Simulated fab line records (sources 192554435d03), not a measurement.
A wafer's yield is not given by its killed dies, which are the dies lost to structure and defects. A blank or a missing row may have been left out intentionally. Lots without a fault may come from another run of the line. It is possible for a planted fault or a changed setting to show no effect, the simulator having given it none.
Which tool did it? | flow n5 finfet | 72 wafers from 24 lots sampled at 5 of the route's 1938 steps

WHAT EACH GAUGE READ, for each wafer
N5_BEOL_M5_RS_MEAS_57: measures by four-point-probe.
lot  | measured     | on            | M5_RS (ohm/sq)
L074 | day 8 10:31  | film metro-02 | 0.411 0.400 0.398
L075 | day 8 12:01  | film metro-02 | 0.395 0.393 0.408
L076 | day 8 19:02  | film metro-01 | 0.397 0.386 0.383
L077 | day 8 19:23  | film metro-01 | 0.408 0.394 0.398
L078 | day 9 08:04  | film metro-02 | 0.394 0.389 0.398
L080 | day 9 12:46  | film metro-02 | 0.386 0.396 0.387
L079 | day 9 15:34  | film metro-02 | 0.378 0.390 0.379
L081 | day 9 17:18  | film metro-01 | 0.404 0.404 0.403
L082 | day 10 01:03 | film metro-01 | 0.402 0.387 0.389
L083 | day 10 18:10 | film metro-02 | 0.379 0.406 0.393
L084 | day 10 23:14 | film metro-01 | 0.378 0.387 0.407
L086 | day 10 23:31 | film metro-02 | 0.399 0.386 0.379
L085 | day 11 04:43 | film metro-02 | 0.393 0.399 0.388
L087 | day 11 13:08 | film metro-01 | 0.390 0.396 0.405
L088 | day 12 01:44 | film metro-01 | 0.421 0.391 0.381
L089 | day 12 01:23 | film metro-01 | 0.407 0.391 0.408
L090 | day 12 06:51 | film metro-01 | 0.386 0.385 0.383
L091 | day 12 07:03 | film metro-01 | 0.404 0.384 0.407
L093 | day 13 00:16 | film metro-02 | 0.394 0.383 0.397
L092 | day 13 06:51 | film metro-02 | 0.395 0.402 0.411
L094 | day 13 10:37 | film metro-02 | 0.398 0.404 0.367
L095 | day 14 02:25 | film metro-01 | 0.380 0.394 0.387
L096 | day 14 15:58 | film metro-01 | 0.372 0.392 0.370
L097 | day 14 16:11 | film metro-02 | 0.394 0.394 0.402

TOOL THAT RAN EACH LOT (tool first, then ch and the chambers of the sampled wafers, then the start)
lot  | N5_BEOL_M5_ANNEAL_49         | N5_BEOL_M5_ANNEAL_82         | N5_BEOL_M5_ANNEAL_89         | N5_BEOL_M5_CMP_52
L074 | pvd sputter-03, day 8 04:42  | pvd sputter-03, day 8 05:47  | pvd sputter-03, day 8 07:58  | cmp-03 ch 2,3, day 8 09:46
L075 | pvd sputter-01, day 8 06:19  | pvd sputter-01, day 8 07:25  | pvd sputter-01, day 8 09:35  | cmp-04 ch 0,1,3, day 8 11:31
L076 | pvd sputter-02, day 8 13:41  | pvd sputter-02, day 8 14:47  | pvd sputter-02, day 8 16:57  | cmp-04 ch 0,1,3, day 8 18:28
L077 | pvd sputter-03, day 8 14:01  | pvd sputter-03, day 8 15:07  | pvd sputter-03, day 8 17:17  | cmp-03 ch 0,1,2, day 8 18:47
L078 | pvd sputter-03, day 9 02:44  | pvd sputter-03, day 9 03:50  | pvd sputter-03, day 9 06:00  | cmp-01 ch 0,3, day 9 07:31
L080 | pvd sputter-03, day 9 07:27  | pvd sputter-03, day 9 08:32  | pvd sputter-03, day 9 10:43  | cmp-04 ch 0,1, day 9 12:13
L079 | pvd sputter-01, day 9 10:15  | pvd sputter-01, day 9 11:20  | pvd sputter-01, day 9 13:31  | cmp-04 ch 0,2,3, day 9 15:05
L081 | pvd sputter-03, day 9 11:58  | pvd sputter-03, day 9 13:04  | pvd sputter-03, day 9 15:14  | cmp-04 ch 0,2, day 9 16:44
L082 | pvd sputter-02, day 9 19:21  | pvd sputter-02, day 9 20:26  | pvd sputter-02, day 9 22:37  | cmp-04 ch 1,2, day 10 00:30
L083 | pvd sputter-02, day 10 12:46 | pvd sputter-02, day 10 13:51 | pvd sputter-02, day 10 16:01 | cmp-03 ch 0,1,2, day 10 17:36
L084 | pvd sputter-03, day 10 17:55 | pvd sputter-03, day 10 18:59 | pvd sputter-03, day 10 21:10 | cmp-03 ch 0,2,3, day 10 22:45
L086 | pvd sputter-01, day 10 18:01 | pvd sputter-01, day 10 19:07 | pvd sputter-01, day 10 21:17 | cmp-03 ch 0,3, day 10 22:59
L085 | pvd sputter-01, day 10 23:23 | pvd sputter-01, day 11 00:28 | pvd sputter-01, day 11 02:39 | cmp-03 ch 0,2, day 11 04:09
L087 | pvd sputter-01, day 11 07:44 | pvd sputter-01, day 11 08:50 | pvd sputter-01, day 11 11:00 | cmp-04 ch 0,2,3, day 11 12:40
L088 | pvd sputter-02, day 11 12:19 | pvd sputter-02, day 11 13:24 | pvd sputter-02, day 11 23:40 | cmp-04 ch 0,1,2, day 12 01:11
L089 | pvd sputter-03, day 11 20:03 | pvd sputter-03, day 11 21:08 | pvd sputter-03, day 11 23:19 | cmp-01 ch 1,2,3, day 12 00:54
L090 | pvd sputter-01, day 12 01:26 | pvd sputter-01, day 12 02:32 | pvd sputter-01, day 12 04:42 | cmp-01 ch 0,2,3, day 12 06:18
L091 | pvd sputter-03, day 12 01:44 | pvd sputter-03, day 12 02:49 | pvd sputter-03, day 12 04:59 | cmp-01 ch 0,2,3, day 12 06:32
L093 | pvd sputter-03, day 12 18:56 | pvd sputter-03, day 12 20:02 | pvd sputter-03, day 12 22:12 | cmp-01 ch 1,2,3, day 12 23:43
L092 | pvd sputter-01, day 13 01:31 | pvd sputter-01, day 13 02:36 | pvd sputter-01, day 13 04:46 | cmp-01 ch 0,2,3, day 13 06:25
L094 | pvd sputter-02, day 13 05:17 | pvd sputter-02, day 13 06:22 | pvd sputter-02, day 13 08:32 | cmp-01 ch 2,3, day 13 10:03
L095 | pvd sputter-01, day 13 21:05 | pvd sputter-01, day 13 22:11 | pvd sputter-01, day 14 00:21 | cmp-04 ch 0,1,2, day 14 01:56
L096 | pvd sputter-02, day 14 10:38 | pvd sputter-02, day 14 11:44 | pvd sputter-02, day 14 13:54 | cmp-04 ch 2,3, day 14 15:27
L097 | pvd sputter-03, day 14 10:48 | pvd sputter-03, day 14 11:53 | pvd sputter-03, day 14 14:04 | cmp-04 ch 1,2,3, day 14 15:38
- N5_BEOL_M5_ANNEAL_49: time 1800 s.
- N5_BEOL_M5_ANNEAL_82: time 1800 s.
- N5_BEOL_M5_ANNEAL_89: time 1800 s.
- N5_BEOL_M5_CMP_52: polishes, stops on SiCOH lowk, t overpolish 6.9 s, target thk 62 nm.

WHAT THE TOOLS THEMSELVES READ (means of the sampled wafers that have a number; where no wafer has one, the mark that the record gives instead)
N5_BEOL_M5_ANNEAL_49.
lot  | tool           | heater power w (W)
L074 | pvd sputter-03 | 773
L075 | pvd sputter-01 | 796
L076 | pvd sputter-02 | 834
L077 | pvd sputter-03 | 769
L078 | pvd sputter-03 | 858
L080 | pvd sputter-03 | 777
L079 | pvd sputter-01 | 810
L081 | pvd sputter-03 | 840
L082 | pvd sputter-02 | 829
L083 | pvd sputter-02 | 840
L084 | pvd sputter-03 | 818
L086 | pvd sputter-01 | 769
L085 | pvd sputter-01 | 785
L087 | pvd sputter-01 | 767
L088 | pvd sputter-02 | 864
L089 | pvd sputter-03 | 800
L090 | pvd sputter-01 | 733
L091 | pvd sputter-03 | 819
L093 | pvd sputter-03 | 782
L092 | pvd sputter-01 | 830
L094 | pvd sputter-02 | 870
L095 | pvd sputter-01 | 835
L096 | pvd sputter-02 | 872
L097 | pvd sputter-03 | 834

N5_BEOL_M5_ANNEAL_82.
lot  | tool           | heater power w (W)
L074 | pvd sputter-03 | 765
L075 | pvd sputter-01 | 809
L076 | pvd sputter-02 | 829
L077 | pvd sputter-03 | 771
L078 | pvd sputter-03 | 864
L080 | pvd sputter-03 | 771
L079 | pvd sputter-01 | 817
L081 | pvd sputter-03 | 869
L082 | pvd sputter-02 | 833
L083 | pvd sputter-02 | 833
L084 | pvd sputter-03 | 805
L086 | pvd sputter-01 | 770
L085 | pvd sputter-01 | 790
L087 | pvd sputter-01 | 768
L088 | pvd sputter-02 | 878
L089 | pvd sputter-03 | 799
L090 | pvd sputter-01 | 743
L091 | pvd sputter-03 | 804
L093 | pvd sputter-03 | 776
L092 | pvd sputter-01 | 808
L094 | pvd sputter-02 | 869
L095 | pvd sputter-01 | 836
L096 | pvd sputter-02 | 871
L097 | pvd sputter-03 | 834

N5_BEOL_M5_ANNEAL_89.
lot  | tool           | heater power w (W)
L074 | pvd sputter-03 | 767
L075 | pvd sputter-01 | 799
L076 | pvd sputter-02 | 838
L077 | pvd sputter-03 | 775
L078 | pvd sputter-03 | 862
L080 | pvd sputter-03 | 765
L079 | pvd sputter-01 | 797
L081 | pvd sputter-03 | 856
L082 | pvd sputter-02 | 829
L083 | pvd sputter-02 | 849
L084 | pvd sputter-03 | 806
L086 | pvd sputter-01 | 780
L085 | pvd sputter-01 | 791
L087 | pvd sputter-01 | 768
L088 | pvd sputter-02 | 866
L089 | pvd sputter-03 | 783
L090 | pvd sputter-01 | 731
L091 | pvd sputter-03 | 802
L093 | pvd sputter-03 | 774
L092 | pvd sputter-01 | 824
L094 | pvd sputter-02 | 852
L095 | pvd sputter-01 | 822
L096 | pvd sputter-02 | 871
L097 | pvd sputter-03 | 822

N5_BEOL_M5_CMP_52.
lot  | tool   | barrier field endpoint s (s) | motor current A (A) | overpolish run s (s) | pad life wafers | time to endpoint s (s)
L074 | cmp-03 | 23.4                         | 5.4                 | 6.893                | 1706            | 59.2
L075 | cmp-04 | 24.6                         | 6.1                 | 6.899                | 1778            | 66.5
L076 | cmp-04 | 25.0                         | 6.0                 | 6.902                | 1849            | 64.5
L077 | cmp-03 | 24.5                         | 5.8                 | 6.896                | 1748            | 62.0
L078 | cmp-01 | 24.6                         | 6.8                 | 6.896                | 810             | 60.6
L080 | cmp-04 | 24.5                         | 5.9                 | 6.898                | 2004            | 59.0
L079 | cmp-04 | 24.3                         | 5.9                 | 6.899                | 2024            | 61.9
L081 | cmp-04 | 24.4                         | 6.0                 | 6.893                | 2035            | 63.3
L082 | cmp-04 | 24.0                         | 6.1                 | 6.904                | 2114            | 59.3
L083 | cmp-03 | 25.1                         | 5.9                 | 6.896                | 2138            | 65.1
L084 | cmp-03 | 24.9                         | 5.9                 | 6.899                | 2               | 56.4
L086 | cmp-03 | 24.1                         | 5.9                 | 6.893                | 8               | 59.9
L085 | cmp-03 | 24.3                         | 5.9                 | 6.894                | 49              | 60.2
L087 | cmp-04 | 24.2                         | 5.9                 | 6.893                | 146             | 62.7
L088 | cmp-04 | 24.4                         | 6.1                 | 6.897                | 229             | 62.2
L089 | cmp-01 | 24.1                         | 6.1                 | 6.897                | 1322            | 61.4
L090 | cmp-01 | 24.2                         | 6.6                 | 6.898                | 1370            | 60.6
L091 | cmp-01 | 24.1                         | 6.3                 | 6.901                | 1376            | 60.1
L093 | cmp-01 | 23.7                         | 6.1                 | 6.901                | 1513            | 57.8
L092 | cmp-01 | 24.0                         | 6.5                 | 6.899                | 1563            | 58.4
L094 | cmp-01 | 24.0                         | 6.3                 | 6.910                | 1586            | 59.2
L095 | cmp-04 | 25.6                         | 6.0                 | 6.903                | 608             | 62.8
L096 | cmp-04 | 24.7                         | 6.2                 | 6.895                | 727             | 64.0
L097 | cmp-04 | 24.7                         | 6.3                 | 6.895                | 733             | 61.8

THE ANSWER, worked out from the rows above alone
Rule: what is usual is taken from the lots themselves. Put in order of their means at a reading, lots are off if they are a third of the lots or fewer, leave a main group of 4 or more, and stand apart from it by a gap of 3 or more times the standard deviation of the main group's means; of several such gaps the widest counts. If all means in a main group match to the digits the tables above print for the reading, that group is not used. A lot without any number at a reading at which 4 lots or more have one is off too. All remaining lots with rows at the step are treated as sound. After the gauges, taken in route order, come the tools' own readings; for these a lot's mean is taken, as printed above. At the first step where some lot is off, the reading lying furthest off is the one used; lots without a number count as furthest.
No lot is off on any of the readings shown, so nothing can be concluded from this.

WHAT THE SIMULATOR HAD PUT IN
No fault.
